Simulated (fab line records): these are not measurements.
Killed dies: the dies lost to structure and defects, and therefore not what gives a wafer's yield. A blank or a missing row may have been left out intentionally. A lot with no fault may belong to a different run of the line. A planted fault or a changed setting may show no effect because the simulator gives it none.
Chamber matching / flow n5-finfet / N5_FIN_SAQP_MANDREL2_REMOVE_60 on rie-si-02: 4 sister chambers
The step chemistry HBr/Cl2/O2, target a-Si, stops on SiNx, bt time 10 s. 14 wafers are shown with their chamber, then 6 later ones without.

== WAFERS WITH THEIR CHAMBER ==
wafer=L074.2; chamber=1; throttle-valve-pct (%)=36.76; oes-product-au (a.u.)=1.015; chamber-pressure-mTorr (mTorr)=10.010
wafer=L074.3; chamber=0; throttle-valve-pct (%)=36.89; oes-product-au (a.u.)=0.983; chamber-pressure-mTorr (mTorr)=10.012
wafer=L074.5; chamber=0; throttle-valve-pct (%)=36.91; oes-product-au (a.u.)=0.981; chamber-pressure-mTorr (mTorr)=9.976
wafer=L076.1; chamber=0; throttle-valve-pct (%)=36.91; oes-product-au (a.u.)=0.972; chamber-pressure-mTorr (mTorr)=10.002
wafer=L076.4; chamber=2; throttle-valve-pct (%)=36.36; oes-product-au (a.u.)=0.968; chamber-pressure-mTorr (mTorr)=10.009
wafer=L076.6; chamber=1; throttle-valve-pct (%)=36.77; oes-product-au (a.u.)=1.013; chamber-pressure-mTorr (mTorr)=10.001
wafer=L081.2; chamber=2; throttle-valve-pct (%)=36.37; oes-product-au (a.u.)=0.968; chamber-pressure-mTorr (mTorr)=9.996
wafer=L081.4; chamber=1; throttle-valve-pct (%)=36.76; oes-product-au (a.u.)=1.013; chamber-pressure-mTorr (mTorr)=9.990
wafer=L081.5; chamber=1; throttle-valve-pct (%)=36.77; oes-product-au (a.u.)=1.006; chamber-pressure-mTorr (mTorr)=10.009
wafer=L090.2; chamber=1; throttle-valve-pct (%)=36.76; oes-product-au (a.u.)=1.007; chamber-pressure-mTorr (mTorr)=10.010
wafer=L090.4; chamber=3; throttle-valve-pct (%)=36.58; oes-product-au (a.u.)=0.985; chamber-pressure-mTorr (mTorr)=10.006
wafer=L091.3; chamber=1; throttle-valve-pct (%)=36.75; oes-product-au (a.u.)=1.003; chamber-pressure-mTorr (mTorr)=9.992
wafer=L091.4; chamber=0; throttle-valve-pct (%)=36.89; oes-product-au (a.u.)=0.974; chamber-pressure-mTorr (mTorr)=10.015
wafer=L091.6; chamber=0; throttle-valve-pct (%)=36.91; oes-product-au (a.u.)=0.976; chamber-pressure-mTorr (mTorr)=9.995

SIGNATURES (means of the wafers above)
reading=throttle-valve-pct; chamber 0=36.9020; chamber 1=36.7617; chamber 2=36.3650; chamber 3=36.5800; scatter within a chamber=0.00902
reading=oes-product-au; chamber 0=0.97720; chamber 1=1.00950; chamber 2=0.96800; chamber 3=0.98500; scatter within a chamber=0.0045
reading=chamber-pressure-mTorr; chamber 0=10.00000; chamber 1=10.00200; chamber 2=10.00250; chamber 3=10.00600; scatter within a chamber=0.0122
Rule: a wafer's distance from a chamber is the root of the sum, over the readings, of the square of ((its reading less the chamber's mean) divided by the reading's scatter). The wafer belongs to the nearest chamber; if the next one is less than 2 further off, it can't be placed. The scatter: the root of (the sum of the squares of (reading less its chamber's mean) over the shown wafers, divided by (wafers less chambers)).

== WAFERS WITHOUT THEIR CHAMBER ==
wafer=L092.1; throttle-valve-pct (%)=36.57; oes-product-au (a.u.)=0.984; chamber-pressure-mTorr (mTorr)=9.985
wafer=L092.2; throttle-valve-pct (%)=36.35; oes-product-au (a.u.)=0.979; chamber-pressure-mTorr (mTorr)=10.022
wafer=L092.5; throttle-valve-pct (%)=36.88; oes-product-au (a.u.)=0.990; chamber-pressure-mTorr (mTorr)=10.009
wafer=L097.1; throttle-valve-pct (%)=36.78; oes-product-au (a.u.)=1.013; chamber-pressure-mTorr (mTorr)=10.006
wafer=L097.3; throttle-valve-pct (%)=36.89; oes-product-au (a.u.)=0.969; chamber-pressure-mTorr (mTorr)=9.982
wafer=L097.5; throttle-valve-pct (%)=36.89; oes-product-au (a.u.)=0.976; chamber-pressure-mTorr (mTorr)=10.003

== WHICH CHAMBER EACH WENT THROUGH ==
wafer=L092.1; from the rows above=3; in truth=3
wafer=L092.2; from the rows above=2; in truth=2
wafer=L092.5; from the rows above=0; in truth=0
wafer=L097.1; from the rows above=1; in truth=1
wafer=L097.3; from the rows above=0; in truth=0
wafer=L097.5; from the rows above=0; in truth=0
Placed correctly: 6 of 6. Left unplaced by these rows: 0. Wrongly placed: 0.
